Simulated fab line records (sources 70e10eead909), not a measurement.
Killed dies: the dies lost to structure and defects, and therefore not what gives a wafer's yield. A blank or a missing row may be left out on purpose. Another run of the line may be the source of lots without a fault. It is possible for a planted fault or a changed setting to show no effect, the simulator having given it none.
Struck lot and sound lot, side by side || flow nandHarc || 27 steps out of a route of 1159
Sound: these wafers, L739.1, L739.5, L739.6. Wafers struck: L749.1, L749.4, L749.6. The cause comes at the end.
Each step with rows lists, per side, the tool, then ch with its chambers, then its first start. Under that, the readings that differ: sound wafers || struck wafers || difference of the means || sigmas: that difference in standard deviations of wafers without a fault.
alike: readings with means less than 2 such deviations apart, plus words and numbers identical on both sides. not compared: withheld readings, readings lacking a value on some wafer, bounds such as >300 that could conceal the same value, and numbers that have no deviation in the record and whose values overlap.
A row with sigmas, a row that says differs or no value, or rows on one side alone: a step with any of these is where the two part. When numbers do not overlap yet have no deviation, they are printed without sigmas and do not part them. A reading missing from all wafers of one side parts the sides only when that side holds two or more wafers.

first, 1 step without rows for these wafers: NHARC_A_M0_CMP_23 (polishes, t overpolish 20 s, target thk 113.75 nm).
NHARC_A_M0_THK_MEAS_24: measures by xrf.
  sound on filmMetro-02, day 18 07:44; struck on filmMetro-01, day 21 10:46
  alike: thkNm
then, 1 step without rows for these wafers: NHARC_A_M0_SRD_25.
NHARC_A_M0_INSPECT_27:
  sound on defectInspect-01, day 18 07:53; struck on defectInspect-01, day 21 10:56
  alike: rawDefectCount
NHARC_A_M0_PRE_CLEAN_31: time 12 s.
  sound on pecvd-04 ch 0,1, day 18 08:08; struck on pecvd-01 ch 0,1, day 21 10:59
  alike: heaterPowerW
NHARC_A_M0_DEP_32: deposits SiCN, target thk 30 nm.
  sound on pecvd-04 ch 0,1, day 18 08:17; struck on pecvd-01 ch 0,1, day 21 11:04
  alike: chamberPressureTorr, heaterPowerW
then, 5 steps without rows for these wafers: NHARC_A_M1_DEP_00 (deposits SiOC, target thk 182.5 nm); NHARC_A_M1_DEHYDRATE_01 (time 120 s); NHARC_A_M1_HMDS_02 (time 30 s); NHARC_A_M1_COAT_34 (time 65 s); NHARC_A_M1_COAT_03 (resist thk 90 nm).
NHARC_A_M1_SOFTBAKE_04: time 55 s.
  sound on lithoTrack-06 ch 0, day 18 09:00; struck on lithoTrack-01 ch 0, day 21 11:00
{"reading": "heaterPowerTotalW (W)", "sound": "188.50 188.45 188.32", "struck": "222.91 222.76 222.91", "difference": "+34.44", "sigmas": "+99 or more"}
then, 4 steps without rows for these wafers: NHARC_A_M1_EBR_05; NHARC_A_M1_EXPOSE_06 (exposes mask A M1, target cd 120 nm); NHARC_A_M1_PEB_07 (peb time 65 s); NHARC_A_M1_DEVELOP_08 (develop time 35 s).
NHARC_A_M1_CD_MEAS_09: the cd target is 120 nm.
  sound on cdSem-01 ch 0, day 18 09:46; struck on cdSem-03 ch 0, day 21 12:11
{"reading": "cdNm (nm)", "sound": "120.5 120.6 120.3", "struck": "118.3 118.4 117.5", "difference": -2.4, "sigmas": -5}
NHARC_A_M1_OVL_MEAS_10: pitch 240 nm.
  sound on overlay-02, day 18 09:52; struck on overlay-01, day 21 12:16
  alike: overlayXNm, overlayYNm
NHARC_A_M1_INSPECT_11:
  sound on defectInspect-01, day 18 09:54; struck on defectInspect-01, day 21 12:18
  alike: rawDefectCount
NHARC_A_M1_DESCUM_14: chemistry O2, time 3 s.
  sound on rieDiel-03 ch 1,2,3, day 18 09:59; struck on rieDiel-08 ch 1,2,3, day 21 12:23
{"reading": "model.A_M1.cdNm (nm)", "sound": "120.4 120.6 120.3", "struck": "118.8 118.3 117.5", "difference": -2.2, "sigmas": ""}
  alike: drypumpMotorCurrentA, oesProductAu, rfVppV, showerheadPlenumPTorr, throttleValvePct
  not compared: rfHoursCounterH
NHARC_A_M1_ETCH_35: etches the open film in N2/H2, target depth 40 nm, overetch 12 nm, time 43.94 s.
  sound on rieDiel-03 ch 1,2,3, day 18 10:04; struck on rieDiel-08 ch 0,2,3, day 21 12:27
  alike: drypumpMotorCurrentA, oesProductAu, rfVppV, showerheadPlenumPTorr, throttleValvePct
  not compared: rfHoursCounterH
NHARC_A_M1_ETCH_15: etches the open film in C4F8/Ar, target depth 182.5 nm, time 91.2 s.
  sound on rieDiel-03 ch 2,3; struck on rieDiel-08 ch 0,1,3
  alike: oesProductAu, rfVppV
  not compared: rfHoursCounterH
NHARC_A_M1_CD_MEAS_16:
  sound on cdSem-02, day 18 10:19; struck on cdSem-03, day 21 12:40
{"reading": "cdNm (nm)", "sound": "120.2 120.2 120.2", "struck": "118.6 118.3 117.1", "difference": -2.2, "sigmas": -3}
NHARC_A_M1_STRIP_18: strips in N2/H2.
  sound on rieDiel-08 ch 0,1, day 18 10:25; struck on rieDiel-10 ch 0,1,3, day 21 12:46
{"reading": "drypumpMotorCurrentA (A)", "sound": "6.7 6.7 6.3", "struck": "5.4 5.6 5.9", "difference": -0.9, "sigmas": -2}
  alike: oesProductAu, powerW, rfVppV, showerheadPlenumPTorr, throttleValvePct
  not compared: rfHoursCounterH
NHARC_A_M1_ETCH_28: etches the open film in CF4/N2, target depth 30 nm, time 72.99 s.
  sound on rieDiel-08 ch 0,2,3; struck on rieDiel-10 ch 1,2
{"reading": "model.A_M1.cdNm (nm)", "sound": "120.3 120 120.4", "struck": "118.7 117.5 117.4", "difference": -2.4, "sigmas": ""}
  alike: drypumpMotorCurrentA, oesProductAu, rfVppV, showerheadPlenumPTorr, throttleValvePct
  not compared: rfHoursCounterH
then, 1 step without rows for these wafers: NHARC_A_M1_STRIP_19 (strips in post etch residue remover, time 600 s).
NHARC_END_SORT_01:
  the record has rows for the struck wafers here (prober-02 ch 0, day 23 02:07) and none for the sound ones

== WHERE THEY PART ==
First at NHARC_A_M1_SOFTBAKE_04; last, within this record, at NHARC_END_SORT_01.

WHY: what the simulator had put in
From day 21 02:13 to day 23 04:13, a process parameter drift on lithoTrack-01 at NHARC_A_M1_SOFTBAKE_04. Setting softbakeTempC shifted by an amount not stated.
